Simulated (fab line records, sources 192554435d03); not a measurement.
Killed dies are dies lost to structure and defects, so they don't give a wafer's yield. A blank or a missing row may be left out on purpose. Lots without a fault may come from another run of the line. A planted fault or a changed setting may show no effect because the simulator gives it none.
Chamber matching | flow n5_finfet | N5_GATE_CUT_ETCH_28 on rie_diel-05: 4 sister chambers
The step etches underlayer in N2/H2, target depth 13 nm, time 10.4 s. 4 wafers are shown with their chamber, then 11 later ones without.

WAFERS WITH THEIR CHAMBER
wafer  | chamber | showerhead_plenum_p_Torr (Torr)
L082.2 | 0       | 2.68
L082.3 | 3       | 2.64
L082.6 | 2       | 2.63
L087.2 | 1       | 2.42

WAFERS WITHOUT THEIR CHAMBER
wafer  | showerhead_plenum_p_Torr (Torr)
L087.3 | 2.63
L087.4 | 2.62
L088.2 | 2.68
L088.5 | 2.63
L088.6 | 2.68
L090.1 | 2.62
L090.2 | 2.42
L090.3 | 2.63
L092.1 | 2.62
L092.4 | 2.67
L092.6 | 2.42

WHICH CHAMBER EACH WENT THROUGH
wafer  | from the rows above     | in truth
L087.3 | can't be placed: 2 or 3 | 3
L087.4 | can't be placed: 2 or 3 | 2
L088.2 | 0                       | 0
L088.5 | can't be placed: 2 or 3 | 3
L088.6 | 0                       | 0
L090.1 | can't be placed: 2 or 3 | 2
L090.2 | 1                       | 1
L090.3 | can't be placed: 2 or 3 | 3
L092.1 | can't be placed: 2 or 3 | 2
L092.4 | 0                       | 0
L092.6 | 1                       | 1
Placed correctly: 5 of 11. Can't be placed from these rows: 6 (the true chamber is among the candidates in 6). Placed wrongly: 0.
How it was worked out, from the rows above alone: a wafer's distance from a chamber is the root of the sum, over the readings, of the square of ((its reading less the chamber's mean) divided by the reading's scatter). The wafer belongs to the nearest chamber; if the next one is less than 2 further off, it can't be placed. A chamber's mean is the mean of its shown wafers. The scatter: with one shown wafer a chamber, the root of the mean of the squares of how far each hidden wafer lies from its nearest shown one.
